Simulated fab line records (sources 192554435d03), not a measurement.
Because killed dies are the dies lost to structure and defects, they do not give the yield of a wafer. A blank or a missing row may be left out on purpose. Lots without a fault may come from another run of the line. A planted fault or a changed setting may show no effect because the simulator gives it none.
Chamber matching :: flow n5 finfet :: 4 sister chambers for N5_HKMG_FIN_CMP_23 on cmp-04
The step polishes, stops on SiNx, t overpolish 10 s, target thk 46.326 nm. 4 wafers are shown with their chamber, then 9 later ones without.

WAFERS PAIRED WITH THEIR CHAMBERS
wafer: L077.1
chamber: 1
motor current A (A): 12.4

wafer: L081.6
chamber: 2
motor current A (A): 11.5

wafer: L086.5
chamber: 0
motor current A (A): 10.7

wafer: L086.6
chamber: 3
motor current A (A): 9.1

WAFERS WITHOUT THEIR CHAMBER
wafer: L090.3
motor current A (A): 11.0

wafer: L090.4
motor current A (A): 11.6

wafer: L090.5
motor current A (A): 10.1

wafer: L093.1
motor current A (A): 11.7

wafer: L093.2
motor current A (A): 11.1

wafer: L093.5
motor current A (A): 11.1

wafer: L097.1
motor current A (A): 11.0

wafer: L097.4
motor current A (A): 11.1

wafer: L097.6
motor current A (A): 9.6

WHICH CHAMBER EACH ONE RAN IN
wafer: L090.3
from the rows above: can't be placed: 0 or 2
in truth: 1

wafer: L090.4
from the rows above: can't be placed: 2 or 1
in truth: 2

wafer: L090.5
from the rows above: can't be placed: 0 or 3
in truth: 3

wafer: L093.1
from the rows above: can't be placed: 2 or 1
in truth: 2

wafer: L093.2
from the rows above: can't be placed: 0 or 2
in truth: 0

wafer: L093.5
from the rows above: can't be placed: 0 or 2
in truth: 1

wafer: L097.1
from the rows above: can't be placed: 0 or 2
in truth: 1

wafer: L097.4
from the rows above: can't be placed: 0 or 2
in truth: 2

wafer: L097.6
from the rows above: can't be placed: 3 or 0
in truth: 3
0 of 9 placed correctly. These rows do not allow placing 9 (true chamber among the candidates in 6). Wrongly placed: 0.
How it was worked out, from the rows above alone: a wafer's distance from a chamber is the root of the sum, over the readings, of the square of ((its reading less the chamber's mean) divided by the reading's scatter). The wafer belongs to the nearest chamber; if the next one is less than 2 further off, it can't be placed. Each chamber's mean is taken over the wafers shown for it. The scatter (one wafer shown for each chamber): square how far every hidden wafer sits from the nearest shown wafer, average those squares and take the square root.
